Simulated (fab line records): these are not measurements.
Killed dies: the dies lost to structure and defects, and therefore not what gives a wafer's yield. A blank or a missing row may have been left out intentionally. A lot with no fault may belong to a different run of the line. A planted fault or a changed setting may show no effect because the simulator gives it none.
Matching of chambers ; flow n5 finfet ; 3 sister chambers for N5_BEOL_M0_SAQP_PECVD_04 on pecvd-01
The step deposits a-Si from SiH4/He, target thk 60 nm, time 60.2 s. 3 wafers are shown with their chamber, then 9 later ones without.

== WAFERS, EACH WITH ITS CHAMBER ==
wafer;chamber;throttle valve pct (%)
L083.2;2;17.3
L084.5;1;19.2
L084.6;0;19.4

== WAFERS WITH NO CHAMBER GIVEN ==
wafer;throttle valve pct (%)
L085.2;17.5
L085.4;17.4
L085.6;19.4
L086.1;17.5
L086.2;19.5
L086.4;17.7
L095.1;19.2
L095.3;17.6
L095.4;19.5

== EACH ONE'S CHAMBER ==
wafer;from the rows above;in truth
L085.2;2;2
L085.4;2;2
L085.6;can't be placed: 0 or 1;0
L086.1;2;2
L086.2;can't be placed: 0 or 1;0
L086.4;2;2
L095.1;can't be placed: 1 or 0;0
L095.3;2;2
L095.4;can't be placed: 0 or 1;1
Placed correctly: 5 of 9. Unplaceable from these rows: 4, with the true chamber sitting among the candidates in 4. Wrongly placed: 0.
How it was worked out, from the rows above alone: a wafer's distance from a chamber is the root of the sum, over the readings, of the square of ((its reading less the chamber's mean) divided by the reading's scatter). If the next closest chamber is less than 2 further off than the closest, the wafer can't be placed; otherwise it belongs to the closest. A chamber's mean is the mean of its shown wafers. The scatter (one wafer shown for each chamber): square how far every hidden wafer sits from the nearest shown wafer, average those squares and take the square root.
